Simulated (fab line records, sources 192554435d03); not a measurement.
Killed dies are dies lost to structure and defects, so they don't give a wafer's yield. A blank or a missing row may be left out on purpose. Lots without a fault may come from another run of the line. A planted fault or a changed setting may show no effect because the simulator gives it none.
fab line records | flow n5_finfet
record lots=10 wafers=30 last_day=19
route steps=1938 shown BEOL_M6@1212 PASSIVATION@1936
lots that met no fault: from a run of the same line without faults
start_h: hours from the record's first day to the start of the lot's first wafer shown | wait_h: hours since the lot's step before | " the same as in the row above | L1.1+2: a row that stands for several wafers | - no value, or no start given | * or withheld: withheld | < > ~ a bound
route shown NAME@n: a module of which the file shows steps, and the number in the route of the first | usual: mean/standard deviation of fault-free wafers | same: alike in all rows | chamber/n: place in a boat | sites: the reading at each site | _std_site: their standard deviation | _edge_site: outer sites' mean less inner sites' | radius_mm: how far each site lies from the wafer's centre | mask NAME#n: copy n | behind: the tool/chamber that last shaped the wafer | hold: why the lot was held/for how many hours/how that ended | device: the transistor (n, p or np) that didn't switch | end of line: the same wafers' tests at the end of the route | a step without rows: its recipe alone | killed: dies lost to structure and defects at the first sort, not the wafer's yield | map: a wafer's dies, x killed, . not, _ none there
set.NAME: the setting as run; set.NAME@STEP: as run at that earlier step | model.NAME: the simulator's own value behind a step, which no gauge read
steps of the route over a sample of lots; a table a step, a row a wafer
services: from which hour (start_h, from the record's first day; less than 0 if before it) a tool's chamber was out of use, for how many hours, and why
## steps
# step N5_BEOL_M6_ETCH_62
# recipe chemistry=N2/H2 target=SOC target_depth_a=1100 overetch_a=220 mask_material=SiARC temp_c=40 time_s=165 ion_energy_ev=200 pressure_mtorr=30 source_w=840 bias_w=150 n2_flow_sccm=200 h2_flow_sccm=200
# usual drypump_motor_current_A=5.8/0.39 oes_product_au=0.67/0.063 rf_vpp_V=525/3.3 showerhead_plenum_p_Torr=2.57/0.12 throttle_valve_pct=17.77/0.14
# same time_s=165
# columns lot.wafer tool chamber start_h wait_h drypump_motor_current_A oes_product_au rf_hours_counter_h rf_vpp_V showerhead_plenum_p_Torr throttle_valve_pct
L747.1 rie_diel-05 2 205.16 0.0 5.8 0.77 20 528 2.71 17.65
L747.4 " 0 " " 5.5 0.64 172 527 2.64 17.65
L747.5 " 3 " " 6.3 0.59 - 527 2.61 18.11
L751.3 rie_diel-02 2 223.21 0.0 6.4 0.84 2 522 2.50 17.68
L751.4 " 0 " " 5.3 0.70 55 528 2.69 17.60
L751.6 " 0 " " 5.3 0.70 - 529 2.69 17.58
L750.2 rie_diel-02 1 234.40 0.0 5.5 0.67 103 528 2.67 17.74
L750.5 " 1 " " 5.5 0.68 - 526 2.67 17.72
L750.6 " 0 " " 5.3 0.70 - 527 2.69 17.59
L753.1 rie_diel-02 2 259.66 0.0 6.4 0.78 15 521 2.50 17.70
L753.3 " 0 " " 5.3 0.69 67 527 2.69 17.61
L753.6 " 3 " " 5.9 0.61 - 528 2.63 17.80
L757.1 rie_diel-02 3 287.70 0.0 5.9 0.60 226 527 2.62 17.80
L757.2 " 2 " " 6.4 0.77 25 522 2.49 17.71
L757.6 " 2 " " 6.4 0.77 - 522 2.49 17.72
L760.1 rie_diel-04 2 288.05 0.0 6.1 0.69 98 523 2.46 18.03
L760.2 " 0 " " 6.4 0.70 84 528 2.67 17.61
L760.5 " 2 " " 6.1 0.69 - 521 2.46 18.03
L763.3 rie_diel-05 1 318.75 0.0 5.4 0.61 183 517 2.33 18.07
L763.4 " 2 " " 5.8 0.71 59 527 2.69 17.72
L763.5 " 1 " " 5.4 0.61 - 518 2.33 18.07
L767.2 rie_diel-05 3 330.02 0.0 6.3 0.75 30 526 2.60 17.74
L767.5 " 2 " " 5.8 0.70 - 527 2.69 17.74
L767.6 " 1 " " 5.4 0.61 - 517 2.32 18.08
L768.1 rie_diel-02 2 351.45 0.0 6.4 0.74 47 522 2.48 17.76
L768.2 " 1 " " 5.5 0.64 145 526 2.65 17.80
L768.3 " 3 " " 5.9 0.59 242 526 2.61 17.83
L769.2 rie_diel-02 1 355.14 0.0 5.4 0.64 146 527 2.65 17.79
L769.4 " 2 " " 6.4 0.74 48 523 2.48 17.77
L769.6 " 0 " " 5.3 0.66 - 528 2.67 17.67
# step N5_BEOL_M6_STRIP_67
# recipe chemistry=CF4 resist=SiARC power_w=300 bias_power_w=75 pressure_mtorr=50 cf4_flow_sccm=150 rf_frequency_hz=6e+07
# usual cf4_flow_sccm=150.1/0.47 drypump_motor_current_A=5.8/0.39 oes_product_au=0.80/0.074 rf_vpp_V=271.4/1.9 showerhead_plenum_p_Torr=1.81/0.076 throttle_valve_pct=13.52/0.17
# columns lot.wafer tool chamber start_h wait_h cf4_flow_sccm drypump_motor_current_A oes_product_au rf_hours_counter_h rf_vpp_V showerhead_plenum_p_Torr throttle_valve_pct
L747.1 rie_diel-05 2 205.31 0.0 149.9 5.8 0.91 20 274.1 1.90 13.39
L747.4 " 0 " " 150.0 5.5 0.75 172 272.7 1.85 13.46
L747.5 " 3 " " 149.9 6.3 0.71 - 271.8 1.84 13.87
L751.3 rie_diel-02 2 223.35 0.0 149.2 6.4 0.99 2 270.3 1.77 13.27
L751.4 " 0 " " 149.6 5.3 0.83 55 275.0 1.89 13.24
L751.6 " 0 " " 149.3 5.3 0.82 - 272.8 1.89 13.27
L750.2 rie_diel-02 1 234.54 0.0 150.4 5.5 0.80 103 272.6 1.89 13.56
L750.5 " 1 " " 150.5 5.5 0.80 - 271.1 1.89 13.54
L750.6 " 0 " " 150.0 5.3 0.82 - 273.8 1.89 13.27
L753.1 rie_diel-02 2 259.81 0.0 150.3 6.4 0.94 15 269.7 1.76 13.31
L753.3 " 0 " " 151.7 5.3 0.81 67 273.3 1.88 13.30
L753.6 " 3 " " 150.4 5.9 0.71 - 272.7 1.85 13.53
L757.1 rie_diel-02 3 287.85 0.0 150.2 5.8 0.71 226 274.2 1.84 13.55
L757.2 " 2 " " 149.4 6.4 0.91 25 270.7 1.76 13.32
L757.6 " 2 " " 151.0 6.4 0.91 - 271.0 1.76 13.33
L760.1 rie_diel-04 2 288.19 0.0 151.1 6.1 0.81 98 271.7 1.75 13.79
L760.2 " 0 " " 150.4 6.4 0.83 84 273.8 1.89 13.41
L760.5 " 2 " " 151.4 6.1 0.81 - 269.4 1.75 13.78
L763.3 rie_diel-05 1 318.90 0.0 149.8 5.4 0.73 184 267.6 1.66 13.85
L763.4 " 2 " " 149.8 5.8 0.84 60 273.9 1.89 13.44
L763.5 " 1 " " 150.5 5.4 0.73 - 266.8 1.66 13.84
L767.2 rie_diel-05 3 330.17 0.0 150.0 6.3 0.88 30 270.4 1.83 13.37
L767.5 " 2 " " 149.4 5.8 0.82 - 271.3 1.89 13.48
L767.6 " 1 " " 150.3 5.4 0.71 - 267.6 1.65 13.84
L768.1 rie_diel-02 2 351.60 0.0 150.5 6.4 0.88 47 271.1 1.75 13.38
L768.2 " 1 " " 149.8 5.4 0.75 146 272.8 1.87 13.64
L768.3 " 3 " " 150.0 5.9 0.70 242 270.7 1.84 13.65
L769.2 rie_diel-02 1 355.28 0.0 150.1 5.5 0.75 146 272.9 1.87 13.64
L769.4 " 2 " " 150.8 6.4 0.87 48 270.3 1.75 13.36
L769.6 " 0 " " 149.8 5.3 0.78 - 272.2 1.87 13.36
# step N5_BEOL_M6_INSPECT_30
# recipe mode=adi inspect_instrument=brightfield
# usual raw_defect_count=422/110
# columns lot.wafer tool chamber start_h wait_h raw_defect_count
L747.1 defect_inspect-01 - 207.95 0.1 446
L747.4 " - " " 316
L747.5 " - " " 433
L751.3 defect_inspect-02 - 225.93 0.0 582
L751.4 " - " " 458
L751.6 " - " " 490
L750.2 defect_inspect-01 - 238.56 0.0 402
L750.5 " - " " 439
L750.6 " - " " 370
L753.1 defect_inspect-01 - 261.34 0.1 538
L753.3 " - " " 468
L753.6 " - " " 1452
L757.1 defect_inspect-01 - 292.29 0.1 1525
L757.2 " - " " 409
L757.6 " - " " 471
L760.1 defect_inspect-02 - 292.45 0.1 662
L760.2 " - " " 484
L760.5 " - " " 503
L763.3 defect_inspect-01 - 320.01 0.0 364
L763.4 " - " " 311
L763.5 " - " " 373
L767.2 defect_inspect-02 - 331.25 0.0 308
L767.5 " - " " 470
L767.6 " - " " 403
L768.1 defect_inspect-01 - 353.44 0.1 471
L768.2 " - " " 371
L768.3 " - " " 452
L769.2 defect_inspect-02 - 357.69 0.0 319
L769.4 " - " " 634
L769.6 " - " " 429
# step N5_BEOL_M6_STRIP_36
# recipe chemistry=N2/H2 power_w=450 temp_c=40 pressure_mtorr=20 rf_frequency_hz=6e+07 overash_fraction=0.3 bias_power_w=7 h2_frac=0.5 n2_flow_sccm=200 h2_flow_sccm=200
# usual drypump_motor_current_A=5.9/0.36 oes_product_au=0.80/0.081 rf_vpp_V=59.4/1.5 showerhead_plenum_p_Torr=2.57/0.12 throttle_valve_pct=23.60/0.17
# columns lot.wafer tool chamber start_h wait_h drypump_motor_current_A oes_product_au rf_hours_counter_h rf_vpp_V showerhead_plenum_p_Torr throttle_valve_pct
L747.1 rie_diel-04 0 208.22 0.0 6.4 0.88 53 59.3 2.68 23.49
L747.4 " 3 " " 6.0 0.73 210 58.8 2.51 23.61
L747.5 " 2 " " 6.1 0.85 - 58.3 2.47 23.86
L751.3 rie_diel-04 3 226.86 0.0 6.0 0.73 217 61.0 2.51 23.58
L751.4 " 1 " " 6.1 0.72 230 58.3 2.40 23.41
L751.6 " 0 " " 6.4 0.87 - 61.9 2.68 23.46
L750.2 rie_diel-05 2 238.97 0.0 5.8 0.88 32 60.7 2.70 23.49
L750.5 " 0 " " 5.5 0.74 - 61.0 2.63 23.38
L750.6 " 1 " " 5.4 0.75 - 59.2 2.33 23.89
L753.1 rie_diel-04 0 262.02 0.0 6.4 0.85 75 60.5 2.67 23.49
L753.3 " 2 " " 6.1 0.81 88 58.7 2.46 23.86
L753.6 " 1 " " 6.1 0.70 - 58.0 2.39 23.45
L757.1 rie_diel-02 3 292.55 0.0 5.9 0.70 227 60.2 2.62 23.65
L757.2 " 1 " " 5.5 0.76 125 61.5 2.65 23.51
L757.6 " 2 " " 6.4 0.91 - 60.1 2.49 23.70
L760.1 rie_diel-05 3 293.06 0.0 6.3 0.90 15 58.2 2.60 23.69
L760.2 " 0 " " 5.6 0.73 197 60.5 2.62 23.41
L760.5 " 2 " " 5.8 0.85 - 60.7 2.70 23.49
L763.3 rie_diel-02 2 320.28 0.0 6.4 0.91 36 58.7 2.49 23.69
L763.4 " 0 " " 5.3 0.79 87 58.7 2.68 23.51
L763.5 " 2 " " 6.4 0.90 - 60.1 2.49 23.71
L767.2 rie_diel-04 0 331.88 0.0 6.4 0.81 102 56.6 2.66 23.54
L767.5 " 0 " " 6.4 0.81 - 63.1 2.66 23.51
L767.6 " 2 " " 6.1 0.80 - 59.0 2.45 23.90
L768.1 rie_diel-02 3 353.71 0.0 5.9 0.70 243 59.4 2.61 23.66
L768.2 " 2 " " 6.4 0.90 48 57.1 2.48 23.71
L768.3 " 1 " " 5.4 0.76 146 58.0 2.64 23.55
L769.2 rie_diel-05 1 358.25 0.0 5.4 0.71 199 57.1 2.32 23.93
L769.4 " 2 " " 5.8 0.82 75 59.4 2.68 23.54
L769.6 " 2 " " 5.8 0.81 - 60.4 2.68 23.52
# step N5_BEOL_M6_OCD_MEAS_38
# usual trench_depth_nm=94.4/1.4
# columns lot.wafer tool chamber start_h wait_h trench_depth_nm
L747.1 ocd-02 - 208.41 - 95.5
L747.4 " - " " 93.6
L747.5 " - " " 95.0
L751.3 ocd-02 - 227.05 - 96.4
L751.4 " - " " 94.3
L751.6 " - " " 96.8
L750.2 ocd-02 - 239.17 - 94.4
L750.5 " - " " 92.8
L750.6 " - " " 93.2
L753.1 ocd-01 - 262.21 - 96.0
L753.3 " - " " 95.5
L753.6 " - " " 93.2
L757.1 ocd-02 - 292.75 - 92.7
L757.2 " - " " 93.0
L757.6 " - " " 96.2
L760.1 ocd-02 - 293.26 - 94.8
L760.2 " - " " 93.3
L760.5 " - " " 95.9
L763.3 ocd-02 - 320.47 - 95.0
L763.4 " - " " 95.1
L763.5 " - " " 94.3
L767.2 ocd-01 - 332.07 - 94.6
L767.5 " - " " 95.9
L767.6 " - " " 93.9
L768.1 ocd-02 - 353.90 - 92.9
L768.2 " - " " 95.7
L768.3 " - " " 92.9
L769.2 ocd-01 - 358.44 - 93.5
L769.4 " - " " 93.3
L769.6 " - " " 93.0
# step N5_PASSIVATION_PROBE_49
# usual defect_limited_yield=91.0/1.5 killed_at_M0_to_M3=37/12 killed_at_M4_up=13/5 killed_at_contacts=13/6.1 killed_at_front_end=39/11 killed_at_other=4/3.2 killed_dies=106/17 killed_open=69/12 killed_short=35/7.9 sort_bin_4_leakage=0.00/0.007 sort_bin_5_function=5.3/1 sort_bin_6_memory=3.3/0.68 sort_n_pass=1074/17 sort_yield_pct=91.0/1.5
# same gross_dies=1180 killed_at_back_side=0 sort_bin_8_speed[%]=0
# columns lot.wafer tool chamber start_h wait_h defect_limited_yield[%] killed_at_M0_to_M3 killed_at_M4_up killed_at_contacts killed_at_front_end killed_at_other killed_dies killed_open killed_short sort_bin_4_leakage[%] sort_bin_5_function[%] sort_bin_6_memory[%] sort_n_pass sort_yield_pct[%]
L753.1 prober-02 - 355.92 0.0 89.1 57 14 14 41 3 129 80 48 0 6.5 3.9 1051 89.1
L753.3 prober-02 - 356.02 0.1 91.4 51 12 16 21 2 102 66 34 0 5.5 2.7 1078 91.4
L753.6 prober-02 - 356.17 0.3 82.1 20 154 5 28 4 211 52 23 0 11.3 2.9 969 82.1
L757.1 prober-01 - 374.41 0.0 79.5 43 147 10 38 4 242 73 29 0 12.1 4.6 938 79.5
L757.2 prober-01 - 374.46 0.1 90.4 46 11 18 29 9 113 78 34 0 5.9 3.5 1067 90.4
L757.6 prober-01 - 374.66 0.3 89.7 41 21 11 37 12 122 77 44 0 5.9 3.9 1058 89.7
# killed by level:class
L753.1 BEOL_M0_SAQP:geometric_particle:short=22 STI_FIN_REVEAL:geometric_particle:open=15 BEOL_M0_SAQP:geometric_particle:open=15 MOL_CONTACT_COAG:geometric_particle:open=10 GATE_CUT:geometric_particle:short=6 DUMMY_GATE:geometric_particle:open=5 BEOL_M3:geometric_particle:open=5 BEOL_M5:geometric_particle:open=5
L753.3 BEOL_M0_SAQP:geometric_particle:short=16 MOL_CONTACT_COAG:geometric_particle:open=15 BEOL_M0_SAQP:geometric_particle:open=15 BEOL_M2:geometric_particle:open=9 STI_FIN_REVEAL:geometric_particle:open=5 GATE_CUT:geometric_particle:short=5 BEOL_M3:geometric_particle:open=4 BEOL_M1:geometric_particle:open=3
L753.6 BEOL_M6:unspecified=134 BEOL_M4:geometric_particle:open=8 GATE_CUT:geometric_particle:short=5 BEOL_M0_SAQP:geometric_particle:open=5 BEOL_M2:geometric_particle:open=5 STI_FIN_REVEAL:geometric_particle:open=4 DUMMY_GATE:geometric_particle:open=4 MOL_CONTACT_COAG:geometric_particle:open=4
L757.1 BEOL_M6:unspecified=140 BEOL_M1:geometric_particle:open=19 FIN_SAQP:geometric_particle:open=16 FIN_SAQP:geometric_particle:short=10 MOL_CONTACT_COAG:geometric_particle:open=10 BEOL_M0_SAQP:geometric_particle:short=7 BEOL_M0_SAQP:geometric_particle:open=7 BEOL_M3:geometric_particle:open=4
L757.2 MOL_CONTACT_COAG:geometric_particle:open=15 BEOL_M3:geometric_particle:open=13 BEOL_M0_SAQP:geometric_particle:short=11 BEOL_M0_SAQP:geometric_particle:open=9 BEOL_M4:geometric_particle:open=8 STI_FIN_REVEAL:geometric_particle:open=4 GATE_CUT:geometric_particle:short=4 GATE_CUT:geometric_particle:open=4
L757.6 BEOL_M0_SAQP:geometric_particle:short=11 BEOL_M0_SAQP:geometric_particle:open=11 MOL_CONTACT_COAG:geometric_particle:open=9 BEOL_M4:geometric_particle:open=9 STI_FIN_REVEAL:geometric_particle:open=7 FIN_SAQP:geometric_particle:open=6 PASS1_CAP:geometric_particle:short=6 BEOL_M1:geometric_particle:open=5
## services
# columns tool chamber start_h hours kind
rie_diel-02 2 193.76 - clean
rie_diel-02 2 193.76 - consumable_replace:focus_ring
rie_diel-02 2 193.76 21.7 scheduled_down
rie_diel-02 2 193.76 21.7 vent_cycle
rie_diel-05 3 226.36 1.8 repair
rie_diel-05 3 228.48 - clean
rie_diel-05 3 228.48 - consumable_replace:focus_ring
rie_diel-05 3 228.48 13.1 scheduled_down
rie_diel-05 3 228.48 13.1 vent_cycle
rie_diel-05 0 267.67 7.6 repair
rie_diel-04 1 277.22 - clean
rie_diel-04 1 277.22 - consumable_replace:focus_ring
rie_diel-04 1 277.22 - consumable_replace:showerhead
rie_diel-04 1 277.22 13.6 scheduled_down
rie_diel-04 1 277.22 13.6 vent_cycle
rie_diel-02 3 321.37 8.5 repair
rie_diel-04 3 323.22 - clean
rie_diel-04 3 323.22 - consumable_replace:focus_ring
rie_diel-04 3 323.22 13.6 scheduled_down
rie_diel-04 3 323.22 13.6 vent_cycle
rie_diel-05 3 337.33 15.2 repair
rie_diel-02 1 356.92 13.5 repair
## key
first_sign step=N5_BEOL_M6_INSPECT_30 reading=raw_defect_count direction=up sigmas=10 usual=422 struck=1488
effect step=N5_PASSIVATION_PROBE_49 reading=killed_at_M4_up direction=up sigmas=28 usual=13 struck=150
more_kills_born_at N5_BEOL_M6_STRIP_67@rie_diel-02=274
met_at N5_BEOL_M6_STRIP_67
struck_lots L753,L757
struck_wafers L753.6,L757.1
not_acting_at N5_BEOL_M6_ETCH_62,N5_BEOL_M6_STRIP_36,N5_BEOL_M6_OCD_MEAS_38
fault kind=chamber_particle_source tool=rie_diel-02 chamber=3 onset_h=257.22 steps=N5_BEOL_M6_STRIP_67 rate_per_visit_cm2=1.6401 end_h=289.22
